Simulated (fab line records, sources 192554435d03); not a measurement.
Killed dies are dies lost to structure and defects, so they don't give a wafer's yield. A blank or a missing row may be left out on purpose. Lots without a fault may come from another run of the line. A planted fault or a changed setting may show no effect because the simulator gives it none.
A struck lot beside a sound one | flow n5_finfet | 16 steps out of a route of 1938
Sound: wafers L938.1, L938.4, L938.5. Struck: wafer L950.3. (L950.2 of the same lot was not struck and is left out.) The cause comes at the end.
At each step with rows: each side's tool, then ch and its chambers, then its first start. Under that, the readings that differ: sound wafers | struck wafers | difference of the means | sigmas: that difference in standard deviations of wafers without a fault.
alike: readings whose means differ by less than 2 such deviations, and words and numbers that are the same on both sides. not compared: withheld readings, readings that some wafer has no value for, bounds like >300 that may hide the same value, and numbers for which the record gives no deviation and whose values overlap.
The two part at a step that has a row with sigmas, a row that says differs or no value, or rows on one side only. Numbers that don't overlap but have no deviation are shown without sigmas and don't part them. A reading that every wafer of one side lacks parts them only if that side has two wafers or more.

N5_BEOL_M3_ETCH_41: etches SiCN in CH3F/O2, target depth 29.9 nm, time 52.5 s.
  sound on rie_diel-05 ch 0,2; struck on rie_diel-03 ch 2
  reading               | sound             | struck | difference | sigmas
  CH3F_flow_sccm (sccm) | 30.12 30.24 30.03 | 29.87  | -0.26      | -3
  alike: drypump_motor_current_A, oes_product_au, rf_vpp_V, showerhead_plenum_p_Torr, throttle_valve_pct
  not compared: rf_hours_counter_h
then, 1 step without rows for these wafers: N5_BEOL_M3_STRIP_97 (strips in N2/H2, time 10 s).
N5_BEOL_M3_OCD_MEAS_38:
  sound on ocd-02, day 9 07:45; struck on ocd-02, day 12 03:38
  alike: trench_depth_nm
then, 4 steps without rows for these wafers: N5_BEOL_M3_HM_STRIP_39 (strips TiN in peroxide tin strip, target depth 25 nm, time 158 s); N5_BEOL_M3_SRD_40 (time 30 s); N5_BEOL_M3_PRECLEAN_42 (cleans in residue remover, time 60 s); N5_BEOL_M3_SRD_43 (time 30 s).
N5_BEOL_M3_CD_MEAS_35: target cd 18 nm, target cd y 21 nm.
  sound on cd_sem-02, day 9 07:54; struck on cd_sem-03, day 12 03:47
  alike: cd_nm
N5_BEOL_M3_DEGAS_44: time 60 s.
  sound on pvd_sputter-03, day 9 08:47; struck on pvd_sputter-02, day 12 04:16
  alike: heater_power_w
N5_BEOL_M3_PRE_CLEAN_45: time 30 s.
  sound on pvd_sputter-03, day 9 08:50; struck on pvd_sputter-02, day 12 04:18
  alike: heater_power_w
N5_BEOL_M3_ALD_84: deposits TaN, pulse time 2 s, purge time 3 s, co reactant purge time 2 s.
  sound on ald_metal-01 ch 0,1,2, day 9 09:02; struck on ald_metal-01 ch 2, day 12 04:23
  alike: heater_power_w, precursor_vessel_carrier_sccm
N5_BEOL_M3_SURFACE_TREAT_85:
  sound on pvd_sputter-02, day 9 09:19; struck on pvd_sputter-03, day 12 04:41
  not compared: throttle_valve_pct
N5_BEOL_M3_CVD_47: deposits Co from CCTBA/H2, target thk 3 nm, time 223.8 s.
  sound on cvd_co-02 ch 0,1, day 9 09:23; struck on cvd_co-01 ch 2, day 12 04:46
  reading          | sound             | struck | difference | sigmas
  run_length_s (s) | 246.6 246.6 246.9 | 149.2  | -97.5      | -99 or more
then, 1 step without rows for these wafers: N5_BEOL_M3_SPUTTER_48 (material Cu, target thk 4.5 nm, time 8.29 s).
N5_BEOL_M4_RC_MEAS_101:
  sound on prober-02 ch 0, day 9 23:12; struck on prober-02 ch 0, day 12 15:52
  alike: DIBL_N, DIBL_P, IOFF_N, IOFF_P, ION_N, ION_P, SS_N, SS_P, VT_N, VT_P
N5_PASSIVATION_PROBE_49:
  the record has rows for the sound wafers here (prober-02, day 16 01:36) and none for the struck ones

WHERE THEY PART
First at N5_BEOL_M3_ETCH_41; last, within this record, at N5_PASSIVATION_PROBE_49.

WHY: what the simulator had put in
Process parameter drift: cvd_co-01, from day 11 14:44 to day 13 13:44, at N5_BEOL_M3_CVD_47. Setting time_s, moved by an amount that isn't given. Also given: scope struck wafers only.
